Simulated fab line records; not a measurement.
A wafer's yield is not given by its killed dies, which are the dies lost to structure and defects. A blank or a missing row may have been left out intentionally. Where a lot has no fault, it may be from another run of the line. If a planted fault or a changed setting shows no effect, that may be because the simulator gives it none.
Matching of chambers | flow nand harc | NHARC_P_M0_PRE_CLEAN_31 on pecvd-03: 3 sister chambers
The step time 12 s. 6 wafers are shown with their chamber, then 12 later ones without.

## WAFERS, EACH WITH ITS CHAMBER
wafer  | chamber | heater power w (W) | rf fwd power W (W)
L088.3 | 0       | 544                | 292.4
L088.4 | 0       | 532                | 292.3
L088.6 | 1       | 654                | 292.9
L090.1 | 2       | 596                | 293.1
L090.4 | 2       | 600                | 292.7
L090.6 | 1       | 672                | 293.5

## WAFERS WITHOUT THEIR CHAMBER
wafer  | heater power w (W) | rf fwd power W (W)
L094.2 | 554                | 291.8
L094.3 | 584                | 291.4
L094.5 | 656                | 291.7
L095.3 | 572                | 292.0
L095.5 | 564                | 292.1
L095.6 | 521                | 292.0
L096.2 | 546                | 291.2
L096.3 | 586                | 291.4
L096.6 | 582                | 291.8
L097.3 | 543                | 292.3
L097.5 | 633                | 291.4
L097.6 | 526                | 291.7

## WHICH CHAMBER EACH WENT THROUGH
wafer  | from the rows above     | in truth
L094.2 | 0                       | 0
L094.3 | can't be placed: 2 or 0 | 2
L094.5 | 1                       | 1
L095.3 | can't be placed: 0 or 2 | 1
L095.5 | can't be placed: 0 or 2 | 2
L095.6 | 0                       | 0
L096.2 | 0                       | 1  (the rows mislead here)
L096.3 | can't be placed: 2 or 0 | 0
L096.6 | can't be placed: 2 or 0 | 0
L097.3 | 0                       | 0
L097.5 | can't be placed: 2 or 1 | 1
L097.6 | 0                       | 0
Placed correctly: 5 of 12. These rows do not allow placing 6 (true chamber among the candidates in 5). Number placed wrongly: 1.
How it was worked out, from the rows above alone: a wafer's distance from a chamber is the root of the sum, over the readings, of the square of ((its reading less the chamber's mean) divided by the reading's scatter). The wafer belongs to the nearest chamber; if the next one is less than 2 further off, it can't be placed. The mean given for a chamber averages the wafers shown for that chamber. How the scatter is found: for the shown wafers, subtract from each reading the mean of its chamber, square and add these, divide the total by (wafers less chambers), then take the root.
